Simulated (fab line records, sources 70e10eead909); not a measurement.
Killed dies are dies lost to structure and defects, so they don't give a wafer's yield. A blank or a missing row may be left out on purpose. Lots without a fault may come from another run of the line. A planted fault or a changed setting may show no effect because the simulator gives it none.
fab line records | flow nand_harc
record lots=11 wafers=33 last_day=25
route steps=1159 shown A_ZERO_WELL@404 A_CHANNEL_HOLE_D1@467 END@1159
lots that met no fault: from a run of the same line without faults
start_h: hours from the record's first day to the start of the lot's first wafer shown | wait_h: hours since the lot's step before | " the same as in the row above | L1.1+2: a row that stands for several wafers | - no value, or no start given | * or withheld: withheld | < > ~ a bound
route shown NAME@n: a module of which the file shows steps, and the number in the route of the first | usual: mean/standard deviation of fault-free wafers | same: alike in all rows | chamber/n: place in a boat | sites: the reading at each site | _std_site: their standard deviation | _edge_site: outer sites' mean less inner sites' | radius_mm: how far each site lies from the wafer's centre | mask NAME#n: copy n | behind: the tool/chamber that last shaped the wafer | hold: why the lot was held/for how many hours/how that ended | device: the transistor (n, p or np) that didn't switch | end of line: the same wafers' tests at the end of the route | a step without rows: its recipe alone | killed: dies lost to structure and defects at the first sort, not the wafer's yield | map: a wafer's dies, x killed, . not, _ none there
set.NAME: the setting as run; set.NAME@STEP: as run at that earlier step | model.NAME: the simulator's own value behind a step, which no gauge read
steps of the route over a sample of lots; a table a step, a row a wafer
services: from which hour (start_h, from the record's first day; less than 0 if before it) a tool's chamber was out of use, for how many hours, and why
## steps
# step NHARC_A_ZERO_WELL_ETCH_19
# recipe target_depth_a=800 overetch_a=240 time_s=87.88 ion_energy_ev=200 n2_flow_sccm=150 h2_flow_sccm=150 ar_flow_sccm=0 rf_w=400 bias_w=150 chemistry=N2/H2
# usual drypump_motor_current_A=5.8/0.37 oes_product_au=1.001/0.0089 rf_vpp_V=430.3/2.9 run_length_s=109.2/0.46 showerhead_plenum_p_Torr=2.03/0.1 throttle_valve_pct=14.172/0.0091
# columns lot.wafer tool chamber start_h wait_h drypump_motor_current_A oes_product_au rf_hours_counter_h rf_vpp_V run_length_s showerhead_plenum_p_Torr throttle_valve_pct
L541.3 rie_diel-04 1 141.91 0.1 5.4 1.030 2 434.6 108.9 2.16 14.174
L541.1 " 2 " " 6.0 1.009 2 427.0 109.6 1.91 14.162
L541.2 " 3 " " 5.9 0.994 2 427.5 109.0 1.95 14.186
L545.2 rie_diel-11 2 157.11 0.1 6.1 0.992 15 433.2 108.9 2.11 14.197
L545.1 " 0 " " 5.4 0.998 15 433.7 110.0 2.14 14.174
L545.6 " 2 " " 6.1 0.999 - 432.6 108.5 2.11 14.158
L547.4 rie_diel-11 0 179.31 0.1 5.4 0.981 17 432.9 109.4 2.14 14.163
L547.2 " 1 " " 6.3 0.996 17 429.6 108.7 1.96 14.176
L547.3 " 2 " " 6.1 1.005 16 431.2 108.5 2.11 14.166
L549.4 rie_diel-11 1 188.96 0.1 6.3 0.989 18 427.8 108.8 1.96 14.172
L549.3 " 2 " " 6.1 1.005 18 432.2 109.3 2.11 14.199
L549.1 " 3 " " 5.9 1.003 15 428.7 109.1 1.97 14.168
L552.4 rie_diel-11 0 207.80 0.1 5.4 0.985 0 433.1 109.7 2.14 14.178
L552.3 " 1 " " 6.3 0.993 1 429.3 108.8 1.96 14.185
L552.6 " 2 " " 6.1 1.005 - 432.3 108.5 2.11 14.173
L555.3 rie_diel-07 1 210.95 0.1 5.7 0.986 9 430.2 108.7 2.00 14.189
L555.5 " 2 " " 5.1 1.007 - 435.8 109.0 2.18 14.181
L555.6 " 3 " " 6.6 1.008 - 427.0 110.3 1.90 14.171
L557.3 rie_diel-11 2 235.66 0.1 6.2 1.003 4 431.7 108.6 2.10 14.178
L557.2 " 3 " " 6.0 1.002 4 429.4 109.3 1.97 14.177
L557.4 " 0 " " 5.4 0.989 4 432.6 109.8 2.13 14.169
L559.3 rie_diel-04 1 246.21 0.1 5.4 1.008 9 433.5 108.8 2.16 14.178
L559.2 " 2 " " 5.9 1.000 10 427.1 109.5 1.91 14.178
L559.6 " 0 " " 5.7 1.015 - 427.0 109.6 1.95 14.175
L561.4 rie_diel-04 1 258.96 0.1 5.4 1.007 10 432.0 109.1 2.16 14.170
L561.2 " 2 " " 6.0 1.008 11 426.2 110.0 1.91 14.176
L561.1 " 3 " " 5.9 0.987 11 428.8 109.0 1.95 14.178
L562.6 rie_diel-04 2 263.20 0.1 5.9 1.002 - 426.4 109.6 1.91 14.168
L562.5 " 0 " " 5.7 1.018 - 429.1 109.5 1.95 14.162
L562.4 " 1 " " 5.4 1.010 - 434.1 109.0 2.16 14.180
L563.1 rie_diel-07 2 270.86 0.1 5.1 0.989 2 435.0 108.8 2.18 14.167
L563.2 " 0 " " 5.6 1.008 3 434.3 108.9 2.18 14.170
L563.5 " 1 " " 5.6 0.993 - 429.9 108.9 2.00 14.166
# step NHARC_A_CHANNEL_HOLE_D1_ETCH_39
# recipe target_depth_a=2600 over_etch_frac=0.3 time_s=325 ion_energy_ev=200 n2_flow_sccm=150 h2_flow_sccm=150 ar_flow_sccm=0 rf_w=400 bias_w=150 chemistry=N2/H2
# usual drypump_motor_current_A=5.7/0.53 oes_product_au=1.000/0.0099 rf_vpp_V=430/3.1 run_length_s=346.3/0.47 showerhead_plenum_p_Torr=2.03/0.11 throttle_valve_pct=14.170/0.0097
# columns lot.wafer tool chamber start_h wait_h drypump_motor_current_A oes_product_au rf_hours_counter_h rf_vpp_V run_length_s showerhead_plenum_p_Torr throttle_valve_pct
L541.3 rie_diel-09 1 185.69 - 5.1 1.000 8 430 346.0 2.06 14.181
L541.2 " 2 " " 5.3 1.000 8 426 347.2 1.92 14.169
L541.1 " 3 " " 5.3 0.988 7 433 345.8 2.19 14.187
L545.1 rie_diel-09 2 194.81 - 5.3 0.985 9 427 346.6 1.91 14.164
L545.2 " 0 " " 5.1 1.013 9 427 346.2 1.91 14.167
L545.6 " 1 " " 5.0 0.992 - 431 345.7 2.06 14.156
L547.2 rie_diel-08 1 217.70 0.1 6.7 1.016 5 433 346.5 2.15 14.166
L547.3 " 1 " " 6.7 1.025 - 434 345.7 2.15 14.170
L547.4 " 2 " " 5.7 0.989 - 434 346.1 2.13 14.172
L549.4 rie_diel-09 2 227.56 - 5.3 0.989 12 426 347.3 1.91 14.166
L549.1 " 3 " " 5.3 0.983 12 434 345.6 2.18 14.157
L549.3 " 0 " " 5.1 1.011 11 427 272.3 1.91 14.162
L555.3 rie_diel-09 3 251.97 - 5.3 0.993 14 435 345.6 2.18 14.164
L555.6 " 3 " " 5.3 0.981 - 435 346.1 2.18 14.180
L555.5 " 0 " " 5.1 0.989 - 426 272.5 1.91 14.181
L552.4 rie_diel-08 2 253.18 - 5.7 1.010 7 433 345.8 2.13 14.170
L552.3 " 0 " " 6.4 1.001 5 432 346.8 2.14 14.162
L552.6 " 2 " " 5.7 1.004 - 433 345.8 2.13 14.178
L557.3 rie_diel-08 0 276.75 - 6.4 1.004 7 433 346.4 2.14 14.186
L557.2 " 2 " " 5.6 1.003 10 433 345.7 2.12 14.162
L557.4 " 3 " " 5.6 1.014 9 427 346.8 1.93 14.178
L559.3 rie_diel-08 3 284.76 - 5.6 1.000 9 426 346.6 1.93 14.176
L559.2 " 1 " " 6.6 1.004 10 434 346.1 2.15 14.165
L559.6 " 0 " " 6.4 0.997 - 432 346.5 2.14 14.166
L561.2 rie_diel-08 3 299.52 - 5.6 1.002 11 427 346.3 1.93 14.169
L561.1 " 1 " " 6.6 1.020 10 434 345.8 2.15 14.171
L561.4 " 2 " " 5.7 1.008 11 433 346.0 2.12 14.171
L562.4 rie_diel-01 3 299.91 - 5.1 1.002 12 433 346.4 2.11 14.177
L562.5 " 0 " " 5.9 0.989 - 427 346.3 1.89 14.175
L562.6 " 1 " " 5.7 0.992 - 427 346.9 1.92 14.165
L563.1 rie_diel-09 2 312.47 - 5.3 1.005 3 427 346.6 1.91 14.171
L563.2 " 3 " " 5.3 1.001 3 435 345.5 2.18 14.159
L563.5 " 1 " " 5.1 0.994 - 433 346.0 2.05 14.155
# step NHARC_A_CHANNEL_HOLE_D1_CD_MEAS_18
# usual cd_nm=99.1/2.5
# columns lot.wafer tool chamber start_h wait_h cd_nm
L541.1 cd_sem-03 - 186.60 - 102.8
L541.2 " - " " 101.7
L541.3 " - " " 99.9
L545.1 cd_sem-03 - 195.72 - 99.3
L545.2 " - " " 97.3
L545.6 " - " " 102.6
L547.2 cd_sem-02 - 218.93 - 95.9
L547.3 " - " " 96.9
L547.4 " - " " 98.5
L549.1 cd_sem-02 - 228.48 - 101.2
L549.3 " - " " 94.7
L549.4 " - " " 99.3
L555.3 cd_sem-01 - 252.91 - 98.7
L555.5 " - " " 100.0
L555.6 " - " " 100.9
L552.3 cd_sem-03 - 254.13 - 100.3
L552.4 " - " " 96.0
L552.6 " - " " 97.8
L557.2 cd_sem-01 - 277.68 - 99.4
L557.3 " - " " 100.7
L557.4 " - " " 95.6
L559.2 cd_sem-01 - 285.70 - 100.6
L559.3 " - " " 97.4
L559.6 " - " " 101.9
L561.1 cd_sem-03 - 300.47 - 102.0
L561.2 " - " " 98.1
L561.4 " - " " 100.3
L562.4 cd_sem-02 - 300.78 - 92.1
L562.5 " - " " 97.1
L562.6 " - " " 95.3
L563.1 cd_sem-02 - 313.38 - 96.2
L563.2 " - " " 100.3
L563.5 " - " " 98.9
# step NHARC_A_CHANNEL_HOLE_D1_ETCH_22
# recipe bias_v=3000 source_w=withheld pressure_mtorr=20 time_s=666.7 ar_flow_sccm=375 c4f8_flow_sccm=89.3 o2_flow_sccm=35.7 temp_c=-20 target_depth_a=16000 chemistry=C4F8/O2/Ar
# usual drypump_motor_current_A=5.5/0.42 he_backside_leak_sccm=5.5/0.52 run_length_s=651.7/0 showerhead_plenum_p_Torr=3.77/0.085 throttle_valve_pct=32.155/0.0094
# columns lot.wafer tool chamber start_h wait_h drypump_motor_current_A he_backside_leak_sccm rf_hours_counter_h run_length_s showerhead_plenum_p_Torr throttle_valve_pct
L541.1 har_etch-01 1 187.54 0.4 5.4 5.4 188 651.7 3.65 32.150
L541.2 " 0 " " 5.0 6.0 188 651.7 3.83 32.157
L541.3 " 0 " " 5.0 6.1 - 651.7 3.83 32.158
L545.1 har_etch-02 1 196.66 0.4 6.2 5.1 114 651.7 3.79 32.149
L545.2 " 0 " " 5.7 4.7 114 651.7 3.87 32.157
L545.6 " 1 " " 6.1 5.0 - 651.7 3.79 32.149
L547.2 har_etch-01 1 219.85 0.4 5.3 5.7 205 651.7 3.64 32.155
L547.3 " 1 " " 5.4 5.7 - 651.7 3.64 32.142
L547.4 " 0 " " 5.0 5.8 - 651.7 3.82 32.131
L549.1 har_etch-01 1 230.33 0.4 5.4 5.4 214 651.7 3.63 32.169
L549.3 " 1 " " 5.4 5.7 - 651.7 3.63 32.150
L549.4 " 0 " " 5.0 5.9 - 651.7 3.81 32.171
L555.3 har_etch-02 0 254.56 0.4 5.7 5.4 - 651.7 3.86 32.159
L555.6 " 0 " " 5.6 5.2 - 651.7 3.86 32.157
L555.5 " 1 " " 6.2 5.1 - 651.7 3.78 32.167
L552.3 har_etch-01 1 258.04 0.4 5.4 5.7 - 651.7 3.62 32.127
L552.4 " 0 " " 5.0 5.8 - 651.7 3.80 32.161
L552.6 " 0 " " 5.0 5.8 - 651.7 3.80 32.144
L557.2 har_etch-02 0 278.61 0.4 5.7 5.1 141 651.7 3.85 32.165
L557.4 " 0 " " 5.7 5.1 - 651.7 3.85 32.162
L557.3 " 1 " " 6.2 5.2 - 651.7 3.77 32.158
L559.2 har_etch-02 1 286.65 0.4 6.1 5.3 148 651.7 3.77 32.149
L559.3 " 1 " " 6.1 5.2 - 651.7 3.77 32.150
L559.6 " 1 " " 6.1 5.3 - 651.7 3.77 32.151
L561.1 har_etch-01 0 301.41 0.4 5.0 6.3 249 651.7 3.79 32.159
L561.2 " 1 " " 5.4 6.1 249 651.7 3.61 32.160
L561.4 " 0 " " 5.0 6.0 - 651.7 3.79 32.141
L562.4 har_etch-02 0 302.00 0.4 5.7 5.3 - 651.7 3.84 32.170
L562.5 " 1 " " 6.2 5.3 - 651.7 3.76 32.142
L562.6 " 0 " " 5.7 5.4 - 651.7 3.84 32.162
L563.2 har_etch-02 1 314.32 0.4 6.1 5.1 163 651.7 3.76 32.158
L563.1 " 0 " " 5.7 5.2 163 651.7 3.84 32.155
L563.5 " 1 " " 6.2 5.1 - 651.7 3.76 32.169
# step NHARC_END_SORT_01
# recipe temp_c=25
# usual killed_at_array=25/9.2 killed_at_other=0.9/1.3 killed_at_periphery=3.3/2.3 killed_dies=29/9.6 killed_open=3.2/1.8 killed_short=2/1.4
# same gross_dies=677
# columns lot.wafer tool chamber start_h wait_h hold killed_at_array killed_at_other killed_at_periphery killed_dies killed_open killed_short
L541.1 prober-01 0 443.28 2.5 - 39 0 3 42 5 5
L541.2 prober-01 0 444.09 2.8 - 27 0 0 27 1 2
L541.3 prober-01 0 444.90 3.1 - 25 1 0 26 2 1
L545.1 prober-02 0 447.95 2.5 - 20 1 2 23 6 1
L545.2 prober-02 0 448.76 2.8 - 16 1 1 18 2 2
L545.6 prober-02 0 451.98 4.0 - 17 1 4 22 7 3
L547.2 prober-02 0 471.06 2.8 - 33 0 1 34 4 1
L547.3 prober-02 0 471.86 3.1 - 38 0 0 38 3 1
L547.4 prober-02 0 472.66 3.4 - 37 0 1 38 6 1
L549.1 prober-02 0 478.13 2.6 - 50 3 5 58 7 1
L549.3 prober-02 0 479.72 3.1 - 41 1 3 45 4 0
L549.4 prober-02 0 480.52 3.4 - 28 2 3 33 1 3
L552.3 prober-02 0 521.66 3.1 - 31 0 4 35 2 3
L552.4 prober-02 0 522.46 3.4 - 27 0 3 30 2 1
L552.6 prober-02 0 524.04 4.0 - 34 0 4 38 3 2
L555.3 prober-01 0 531.11 3.1 await_dispo/1.9h/release 12 4 4 20 9 1
L555.5 prober-01 0 532.71 3.7 await_dispo/1.9h/release 11 1 4 16 2 2
L555.6 prober-01 0 533.52 4.0 await_dispo/1.9h/release 13 4 4 21 4 2
L557.2 prober-02 0 560.23 2.8 - 19 3 6 28 5 2
L557.3 prober-02 0 561.03 3.1 - 14 2 6 22 4 6
L557.4 prober-02 0 561.83 3.4 - 21 0 4 25 4 5
L559.2 prober-01 0 560.28 2.8 - 12 0 1 13 2 2
L559.3 prober-01 0 561.08 3.1 - 12 0 3 15 6 2
L559.6 prober-01 0 563.49 4.0 - 14 2 3 19 3 4
L562.4 prober-01 0 569.75 3.4 - 17 2 6 25 6 2
L562.5 prober-01 0 570.56 3.7 - 16 1 7 24 3 1
L562.6 prober-01 0 571.37 4.0 - 15 2 3 20 2 3
L561.1 prober-02 0 575.00 2.5 - 39 0 5 44 2 1
L561.2 prober-02 0 575.80 2.8 - 43 1 6 50 4 1
L561.4 prober-02 0 577.40 3.4 - 38 1 3 42 1 0
L563.1 prober-02 0 590.49 2.5 - 23 0 1 24 0 3
L563.2 prober-02 0 591.29 2.8 - 20 0 2 22 2 4
L563.5 prober-02 0 593.70 3.7 - 19 1 3 23 3 0
# killed by level:class
L541.1 A_CHANNEL_HOLE_D1:chamber_film_flake=14 A_SLIT:chamber_film_flake=9 A_WL_FILL:chamber_film_flake=4 A_CONTACT:chamber_film_flake=3 P_CONTACT:geometric_particle:open=2 A_CHANNEL_FILL_D1:geometric_particle:short=2 A_WL_FILL:geometric_particle:short=2 A_CHANNEL_FILL_D1:geometric_particle:open=1
L541.2 A_CHANNEL_HOLE_D1:chamber_film_flake=7 A_SLIT:chamber_film_flake=5 A_WL_FILL:chamber_film_flake=5 A_CONTACT:chamber_film_flake=5 A_STAIRCASE:chamber_film_flake=2 A_CHANNEL_HOLE_D1:geometric_particle:short=1 A_CHANNEL_FILL_D1:geometric_particle:short=1 A_CONTACT:geometric_particle:open=1
L541.3 A_CHANNEL_HOLE_D1:chamber_film_flake=11 A_SLIT:chamber_film_flake=5 A_STAIRCASE:chamber_film_flake=4 A_WL_FILL:chamber_film_flake=2 A_ONON_D1:geometric_particle:short=1 A_CHANNEL_FILL_D1:geometric_particle:open=1 A_BLC:geometric_particle:open=1 THIN_TSV:chamber_film_flake=1
L545.1 A_STAIRCASE:chamber_film_flake=5 A_CONTACT:chamber_film_flake=4 A_CHANNEL_HOLE_D1:chamber_film_flake=3 A_CONTACT:geometric_particle:open=2 P_ZERO_WELL:chamber_film_flake=2 A_ONON_D1:geometric_particle:open=1 A_CHANNEL_FILL_D1:geometric_particle:short=1 A_BLC:geometric_particle:open=1
L545.2 A_STAIRCASE:chamber_film_flake=5 A_CHANNEL_HOLE_D1:chamber_film_flake=3 A_CONTACT:chamber_film_flake=3 A_CHANNEL_FILL_D1:chamber_film_flake=2 P_CONTACT:geometric_particle:open=1 A_ONON_D1:geometric_particle:open=1 A_WL_FILL:geometric_particle:short=1 A_CONTACT:geometric_particle:short=1
L545.6 A_CONTACT:chamber_film_flake=4 A_CONTACT:geometric_particle:open=2 P_ZERO_WELL:chamber_film_flake=2 A_STAIRCASE:chamber_film_flake=2 P_M1:geometric_particle:open=1 A_ONON_D1:geometric_particle:open=1 A_CHANNEL_FILL_D1:geometric_particle:open=1 A_SGD_CUT:geometric_particle:open=1
L547.2 A_CHANNEL_HOLE_D1:chamber_film_flake=14 A_SLIT:chamber_film_flake=7 A_STAIRCASE:chamber_film_flake=4 A_CONTACT:chamber_film_flake=3 A_CONTACT:geometric_particle:open=2 P_M0:geometric_particle:open=1 A_CHANNEL_HOLE_D1:geometric_particle:short=1 A_M0:geometric_particle:open=1
L547.3 A_CHANNEL_HOLE_D1:chamber_film_flake=17 A_SLIT:chamber_film_flake=9 A_CONTACT:chamber_film_flake=5 A_CONTACT:geometric_particle:open=2 A_STAIRCASE:chamber_film_flake=2 A_STAIRCASE:geometric_particle:open=1 A_M0:geometric_particle:short=1 A_BONDPAD:chamber_film_flake=1
L547.4 A_CHANNEL_HOLE_D1:chamber_film_flake=12 A_STAIRCASE:chamber_film_flake=7 A_SLIT:chamber_film_flake=6 A_CONTACT:chamber_film_flake=4 A_CHANNEL_FILL_D1:geometric_particle:open=2 P_M0:geometric_particle:open=1 A_SOURCE_PLATE:geometric_particle:open=1 A_ONON_D1:geometric_particle:open=1
L549.1 A_CHANNEL_HOLE_D1:chamber_film_flake=19 A_SLIT:chamber_film_flake=11 P_ZERO_WELL:chamber_film_flake=3 A_STAIRCASE:chamber_film_flake=3 A_WL_FILL:chamber_film_flake=3 A_M0:chamber_film_flake=3 A_ONON_D1:geometric_particle:open=2 A_SGD_CUT:chamber_film_flake=2
L549.3 A_CHANNEL_HOLE_D1:chamber_film_flake=12 A_SLIT:chamber_film_flake=10 A_CHANNEL_HOLE_D1:area_etch=5 A_M0:chamber_film_flake=3 P_ZERO_WELL:chamber_film_flake=2 A_STAIRCASE:chamber_film_flake=2 A_SGD_CUT:chamber_film_flake=2 A_WL_FILL:chamber_film_flake=2
L549.4 A_CHANNEL_HOLE_D1:chamber_film_flake=7 A_SLIT:chamber_film_flake=5 A_CONTACT:chamber_film_flake=4 A_WL_FILL:geometric_particle:short=3 P_ZERO_WELL:chamber_film_flake=3 A_STAIRCASE:chamber_film_flake=3 A_WL_FILL:chamber_film_flake=3 THIN_TSV:chamber_film_flake=2
L552.3 A_CHANNEL_HOLE_D1:chamber_film_flake=15 A_CHANNEL_FILL_D1:chamber_film_flake=4 A_STAIRCASE:chamber_film_flake=3 A_WL_FILL:chamber_film_flake=3 P_M0:geometric_particle:open=2 P_ZERO_WELL:chamber_film_flake=2 A_ZERO_WELL:chamber_film_flake=2 A_ONON_D1:geometric_particle:short=1
L552.4 A_CHANNEL_HOLE_D1:chamber_film_flake=12 A_STAIRCASE:chamber_film_flake=6 A_CONTACT:chamber_film_flake=3 P_ZERO_WELL:chamber_film_flake=2 A_WL_FILL:chamber_film_flake=2 A_ONON_D1:geometric_particle:short=1 A_CONTACT:geometric_particle:open=1 A_M0:geometric_particle:open=1
L552.6 A_CHANNEL_HOLE_D1:chamber_film_flake=15 A_CHANNEL_FILL_D1:chamber_film_flake=4 A_STAIRCASE:chamber_film_flake=4 A_CONTACT:chamber_film_flake=3 A_ZERO_WELL:chamber_film_flake=3 P_ZERO_WELL:chamber_film_flake=2 P_CONTACT:geometric_particle:open=1 A_SOURCE_PLATE:geometric_particle:open=1
L555.3 THIN_TSV:chamber_film_flake=3 A_CONTACT:geometric_particle:open=2 A_CHANNEL_HOLE_D1:chamber_film_flake=2 A_CONTACT:chamber_film_flake=2 P_CONTACT:geometric_particle:open=1 P_M0:geometric_particle:open=1 A_SOURCE_PLATE:geometric_particle:open=1 A_CHANNEL_FILL_D1:geometric_particle:open=1
L555.5 A_CHANNEL_HOLE_D1:chamber_film_flake=6 P_M1:geometric_particle:open=1 P_M2:geometric_particle:open=1 P_M2:geometric_particle:short=1 A_WL_FILL:geometric_particle:short=1 P_STI:chamber_film_flake=1 A_STAIRCASE:chamber_film_flake=1 A_CONTACT:chamber_film_flake=1
L555.6 THIN_TSV:chamber_film_flake=4 A_WL_FILL:geometric_particle:open=2 A_CHANNEL_HOLE_D1:chamber_film_flake=2 A_CHANNEL_FILL_D1:chamber_film_flake=2 A_STAIRCASE:chamber_film_flake=2 P_GATE:geometric_particle:short=1 P_GATE:geometric_particle:open=1 A_WL_FILL:geometric_particle:short=1
L557.2 A_STAIRCASE:chamber_film_flake=6 A_CHANNEL_HOLE_D1:chamber_film_flake=4 P_ZERO_WELL:chamber_film_flake=3 A_CONTACT:chamber_film_flake=3 P_M0:geometric_particle:open=2 A_WL_FILL:chamber_film_flake=2 THIN_TSV:chamber_film_flake=2 P_CONTACT:geometric_particle:short=1
L559.2 A_CHANNEL_HOLE_D1:chamber_film_flake=6 A_CONTACT:chamber_film_flake=2 A_ONON_D1:geometric_particle:open=1 A_ONON_D1:geometric_particle:short=1 A_CONTACT:geometric_particle:open=1 A_M0:geometric_particle:short=1 P_STI:chamber_film_flake=1
L557.3 A_CONTACT:chamber_film_flake=5 A_STAIRCASE:chamber_film_flake=3 A_CONTACT:geometric_particle:short=2 THIN_TSV:chamber_film_flake=2 P_CONTACT:geometric_particle:short=1 P_CONTACT:geometric_particle:open=1 P_M0:geometric_particle:open=1 P_M0:geometric_particle:short=1
L559.3 A_CHANNEL_HOLE_D1:chamber_film_flake=5 A_ONON_D1:geometric_particle:open=2 A_WL_FILL:geometric_particle:short=2 A_CONTACT:geometric_particle:open=2 P_CONTACT:geometric_particle:open=1 P_BONDPAD:geometric_particle:open=1 P_STI:chamber_film_flake=1 A_CONTACT:chamber_film_flake=1
L557.4 A_STAIRCASE:chamber_film_flake=5 A_CONTACT:chamber_film_flake=5 A_CHANNEL_HOLE_D1:chamber_film_flake=4 A_WL_FILL:geometric_particle:short=3 P_STI:geometric_particle:short=1 P_CONTACT:geometric_particle:open=1 P_CONTACT:geometric_particle:short=1 A_CONTACT:geometric_particle:open=1
L559.6 A_CHANNEL_HOLE_D1:chamber_film_flake=5 A_SLIT:chamber_film_flake=2 A_CONTACT:chamber_film_flake=2 P_GATE:geometric_particle:open=1 A_ONON_D1:geometric_particle:short=1 A_ONON_D1:geometric_particle:open=1 A_CHANNEL_FILL_D1:geometric_particle:open=1 A_WL_FILL:geometric_particle:short=1
L562.4 A_CONTACT:chamber_film_flake=6 P_M2:chamber_film_flake=3 A_CHANNEL_HOLE_D1:chamber_film_flake=3 A_SLIT:chamber_film_flake=3 THIN_TSV:chamber_film_flake=2 P_GATE:geometric_particle:open=1 P_CONTACT:geometric_particle:open=1 P_M0:geometric_particle:open=1
L562.5 A_CONTACT:chamber_film_flake=7 P_M2:chamber_film_flake=5 A_CHANNEL_HOLE_D1:chamber_film_flake=3 A_SLIT:chamber_film_flake=2 P_GATE:geometric_particle:short=1 A_CONTACT:geometric_particle:open=1 A_BLC:geometric_particle:open=1 A_M0:geometric_particle:open=1
L562.6 A_CHANNEL_HOLE_D1:chamber_film_flake=6 A_ONON_D1:geometric_particle:short=2 P_M2:chamber_film_flake=2 A_STAIRCASE:chamber_film_flake=2 A_CONTACT:chamber_film_flake=2 THIN_TSV:chamber_film_flake=2 A_ONON_D1:geometric_particle:open=1 A_CONTACT:geometric_particle:short=1
L561.1 A_CHANNEL_HOLE_D1:chamber_film_flake=16 A_SLIT:chamber_film_flake=11 A_CONTACT:chamber_film_flake=8 P_M2:chamber_film_flake=4 A_ONON_D1:geometric_particle:open=1 A_CONTACT:geometric_particle:short=1 A_BLC:geometric_particle:open=1 P_GATE:chamber_film_flake=1
L561.2 A_CHANNEL_HOLE_D1:chamber_film_flake=19 A_SLIT:chamber_film_flake=15 A_CONTACT:chamber_film_flake=6 P_GATE:geometric_particle:open=2 P_M2:chamber_film_flake=2 P_GATE:geometric_particle:short=1 A_ONON_D1:geometric_particle:open=1 A_M0:geometric_particle:open=1
L561.4 A_SLIT:chamber_film_flake=14 A_CHANNEL_HOLE_D1:chamber_film_flake=11 A_CONTACT:chamber_film_flake=10 P_M2:chamber_film_flake=3 A_WL_FILL:chamber_film_flake=2 A_BLC:geometric_particle:open=1 THIN_TSV:chamber_film_flake=1
L563.1 A_CHANNEL_HOLE_D1:chamber_film_flake=11 A_CONTACT:chamber_film_flake=6 A_ONON_D1:geometric_particle:short=2 A_CHANNEL_FILL_D1:chamber_film_flake=2 A_CHANNEL_FILL_D1:geometric_particle:short=1 P_GATE:chamber_film_flake=1 A_WL_FILL:chamber_film_flake=1
L563.2 A_CONTACT:chamber_film_flake=6 A_CHANNEL_HOLE_D1:chamber_film_flake=5 A_ONON_D1:geometric_particle:short=2 A_ONON_D1:geometric_particle:open=1 A_SGD_CUT:geometric_particle:short=1 A_WL_FILL:geometric_particle:short=1 A_WL_FILL:geometric_particle:open=1 P_ZERO_WELL:chamber_film_flake=1
L563.5 A_CONTACT:chamber_film_flake=7 A_CHANNEL_HOLE_D1:chamber_film_flake=6 P_M0:geometric_particle:open=1 A_CHANNEL_FILL_D1:geometric_particle:open=1 P_ZERO_WELL:chamber_film_flake=1 A_WL_FILL:geometric_particle:open=1 P_GATE:chamber_film_flake=1 A_ZERO_WELL:chamber_film_flake=1
## services
# columns tool chamber start_h hours kind
rie_diel-08 3 123.84 5.1 repair
rie_diel-08 - 124.80 9.0 pm
rie_diel-04 - 129.52 0.6 repair
rie_diel-08 3 142.35 3.2 repair
rie_diel-07 1 148.24 6.4 repair
rie_diel-07 - 165.40 0.6 repair
rie_diel-11 - 189.55 9.0 pm
rie_diel-09 3 190.42 2.4 repair
rie_diel-07 1 191.99 3.7 repair
rie_diel-08 0 193.41 4.6 repair
rie_diel-08 0 199.38 19.4 repair
rie_diel-08 3 216.15 1.7 repair
rie_diel-07 - 228.20 9.0 pm
rie_diel-09 2 241.72 6.3 repair
rie_diel-07 - 253.66 4.1 repair
rie_diel-09 - 254.11 9.0 pm
rie_diel-04 3 259.20 4.8 repair
rie_diel-07 3 259.36 6.5 repair
rie_diel-11 0 259.89 2.2 repair
rie_diel-07 0 272.72 2.8 repair
rie_diel-04 - 288.95 9.0 pm
rie_diel-08 0 291.70 6.6 repair
rie_diel-08 - 301.80 9.0 pm
har_etch-01 - 305.00 17.0 pm
## key
first_sign step=NHARC_A_CHANNEL_HOLE_D1_ETCH_39 reading=run_length_s direction=down sigmas=99+ usual=* struck=*
effect step=NHARC_END_SORT_01 reading=hold direction=added
met_at NHARC_A_CHANNEL_HOLE_D1_ETCH_39
struck_lots L549,L555
struck_wafers L549.3,L555.5
tester_left_out L549,L555
not_acting_at NHARC_A_ZERO_WELL_ETCH_19,NHARC_A_CHANNEL_HOLE_D1_CD_MEAS_18,NHARC_A_CHANNEL_HOLE_D1_ETCH_22
onset_between 194.81 227.56
fault kind=process_parameter_drift tool=rie_diel-09 chamber=0 onset_h=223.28 steps=NHARC_A_CHANNEL_HOLE_D1_ETCH_39 channel=time_s offset=* shape=step end_h=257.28 acts_in=* stated=*
# tester_left_out: of these lots the tester's yield and bins aren't shown, on N5 and GAA mostly nor the transistor test; their killed dies are dies lost to structure and defects alone, not to doping, threshold or leakage, so they don't give the yield
